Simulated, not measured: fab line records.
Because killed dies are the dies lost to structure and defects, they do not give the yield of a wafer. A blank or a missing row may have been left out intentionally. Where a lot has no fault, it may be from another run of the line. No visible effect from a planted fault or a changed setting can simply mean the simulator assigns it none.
Chamber matching | flow n5 finfet | pecvd-02 running N5_BEOL_M6_ILD_DEP_00: 3 sister chambers
The step deposits SiCOH lowk from DEMS/porogen, target thk 179.75 nm, time 33.4 s. 3 wafers are shown with their chamber, then 7 later ones without.

WAFERS PAIRED WITH THEIR CHAMBERS
wafer  | chamber | throttle valve pct (%)
L436.1 | 1       | 14.4
L445.1 | 0       | 15.6
L445.5 | 2       | 13.4

WAFERS MISSING THEIR CHAMBER
wafer  | throttle valve pct (%)
L445.6 | 14.3
L447.1 | 14.3
L447.2 | 15.8
L447.6 | 14.3
L448.2 | 15.6
L448.3 | 14.7
L448.5 | 15.6

CHAMBER TAKEN BY EACH
wafer  | from the rows above | in truth
L445.6 | 1                   | 1
L447.1 | 1                   | 1
L447.2 | 0                   | 0
L447.6 | 1                   | 1
L448.2 | 0                   | 0
L448.3 | 1                   | 1
L448.5 | 0                   | 0
Correctly placed: 7 of 7. From these rows, 0 cannot be placed. Placed wrongly: 0.
How it was worked out, from the rows above alone: a wafer's distance from a chamber is the root of the sum, over the readings, of the square of ((its reading less the chamber's mean) divided by the reading's scatter). The wafer belongs to the nearest chamber; if the next one is less than 2 further off, it can't be placed. The mean given for a chamber averages the wafers shown for that chamber. The scatter (one wafer shown for each chamber): square how far every hidden wafer sits from the nearest shown wafer, average those squares and take the square root.
